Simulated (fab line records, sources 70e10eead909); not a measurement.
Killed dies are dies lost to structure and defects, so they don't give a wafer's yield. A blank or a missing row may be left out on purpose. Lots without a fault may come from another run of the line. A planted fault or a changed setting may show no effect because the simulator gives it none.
Chamber matching | flow nand_harc | NHARC_P_STI_ETCH_42 on rie_diel-05: 4 sister chambers
The step etches the open film in N2/H2, target depth 80 nm, overetch 24 nm, time 61 s. 4 wafers are shown with their chamber, then 10 later ones without.

WAFERS WITH THEIR CHAMBER
wafer  | chamber | showerhead_plenum_p_Torr (Torr)
L090.1 | 2       | 2.14
L090.4 | 1       | 2.06
L090.5 | 0       | 2.11
L092.5 | 3       | 1.89

WAFERS WITHOUT THEIR CHAMBER
wafer  | showerhead_plenum_p_Torr (Torr)
L092.6 | 2.13
L095.1 | 2.11
L095.2 | 2.13
L095.5 | 2.06
L096.3 | 1.89
L096.5 | 1.89
L096.6 | 2.13
L097.1 | 2.13
L097.3 | 1.89
L097.6 | 1.89

WHICH CHAMBER EACH WENT THROUGH
wafer  | from the rows above     | in truth
L092.6 | can't be placed: 2 or 0 | 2
L095.1 | 0                       | 0
L095.2 | can't be placed: 2 or 0 | 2
L095.5 | 1                       | 1
L096.3 | 3                       | 3
L096.5 | 3                       | 3
L096.6 | can't be placed: 2 or 0 | 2
L097.1 | can't be placed: 2 or 0 | 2
L097.3 | 3                       | 3
L097.6 | 3                       | 3
Placed correctly: 6 of 10. Can't be placed from these rows: 4 (the true chamber is among the candidates in 4). Placed wrongly: 0.
How it was worked out, from the rows above alone: a wafer's distance from a chamber is the root of the sum, over the readings, of the square of ((its reading less the chamber's mean) divided by the reading's scatter). The wafer belongs to the nearest chamber; if the next one is less than 2 further off, it can't be placed. A chamber's mean is the mean of its shown wafers. The scatter: with one shown wafer a chamber, the root of the mean of the squares of how far each hidden wafer lies from its nearest shown one.
